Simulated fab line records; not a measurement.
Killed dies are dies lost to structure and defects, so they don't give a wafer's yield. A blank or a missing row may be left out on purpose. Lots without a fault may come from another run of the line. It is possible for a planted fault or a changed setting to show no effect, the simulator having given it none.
Lot-split experiment + flow n5-finfet + 21 wafers read from 7 lots, route of 1938 steps

ABOUT THE SPLIT
At N5_BEOL_M13_CMP_49 (polishes, stops on SiOC, t overpolish 17.1 s, target thk 420 nm), the setting down-force-psi was moved away from the recipe's 1 psi on 11 of the 21 wafers read, by -22.1% to +21.0%. The other wafers ran this setting at the recipe's value.

Reading taken at the split's own step.

THE READING
barrier-field-endpoint-s, in s, at N5_BEOL_M13_CMP_49 (polishes, stops on SiOC, t overpolish 17.1 s, target thk 420 nm). Typical for fault-free wafers on this fab line: 30.2 s, with standard deviation 0.87 s.

| wafer  | tool, chamber at the split | down-force-psi as run, psi | against the recipe | barrier-field-endpoint-s, s | against lot-mates on the recipe |
|--------|----------------------------|----------------------------|--------------------|-----------------------------|---------------------------------|
| L076.4 | cmp-02, 1                  | 1                          | recipe             | 30.3                        | -                               |
| L076.3 | cmp-02, 2                  | 1.148                      | +14.8%             | 25.8                        | -4.5                            |
| L076.2 | cmp-02, 0                  | 1.148                      | +14.8%             | 25.8                        | -4.5                            |
| L074.1 | cmp-02, 1                  | 0.8982                     | -10.2%             | 34.1                        | +4.9                            |
| L074.3 | cmp-02, 2                  | 1                          | recipe             | 29.2                        | -                               |
| L074.6 | cmp-02, 2                  | 0.8982                     | -10.2%             | 32.4                        | +3.2                            |
| L078.4 | cmp-01, 3                  | 0.81                       | -19.0%             | 36.6                        | +6.7                            |
| L078.5 | cmp-01, 3                  | 1                          | recipe             | 30.1                        | -                               |
| L078.6 | cmp-01, 0                  | 1                          | recipe             | 29.7                        | -                               |
| L082.4 | cmp-01, 2                  | 1                          | recipe             | 30.4                        | -                               |
| L082.2 | cmp-01, 0                  | 0.9087                     | -9.1%              | 33.6                        | +3.5                            |
| L082.6 | cmp-01, 2                  | 1                          | recipe             | 29.8                        | -                               |
| L085.3 | cmp-04, 3                  | 0.7786                     | -22.1%             | 40.1                        | no lot-mate on the recipe       |
| L085.4 | cmp-04, 0                  | 0.7786                     | -22.1%             | 40.6                        | no lot-mate on the recipe       |
| L085.5 | cmp-04, 1                  | 0.7786                     | -22.1%             | 40.4                        | no lot-mate on the recipe       |
| L084.4 | cmp-04, 0                  | 1                          | recipe             | 31.9                        | -                               |
| L084.2 | cmp-04, 1                  | 1                          | recipe             | 31.5                        | -                               |
| L084.6 | cmp-04, 1                  | 1                          | recipe             | 31.8                        | -                               |
| L093.4 | cmp-02, 1                  | 1.21                       | +21.0%             | 25.4                        | -5.3                            |
| L093.1 | cmp-02, 2                  | 1.21                       | +21.0%             | 24.4                        | -6.3                            |
| L093.6 | cmp-02, 3                  | 1                          | recipe             | 30.7                        | -                               |

THE FIT
A straight line over all 21 wafers: barrier-field-endpoint-s changes by -0.352 s for each +1% of down-force-psi; r = -0.97; the points scatter about the line by 1.2 s.
The same after taking each lot's own level away (the mean of its wafers on the recipe; 18 wafers): -0.317 s for each +1%; r = -0.99; scatter 0.54 s.
That fit puts the effect of the largest move of down-force-psi on the reading at 7 s.
Measured against the standard deviation above, the lots' own levels, which go from 29.20 to 31.73 s, span 2.9 times it.
So the lot-to-lot level changes the slope: the two fits differ.
Check: for one of the wafers moved furthest among these (+21.0%), held out of the fit, the line's prediction against its lot-mates is -6.75 s. It came out at -5.3 s against them.
Tool readings at the split's step, against how far the setting was moved: barrier-field-endpoint-s r = -0.97.

THE FILE'S OWN FIT
barrier-field-endpoint-s changes by -0.321 s for each +1% of down-force-psi, r = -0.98.
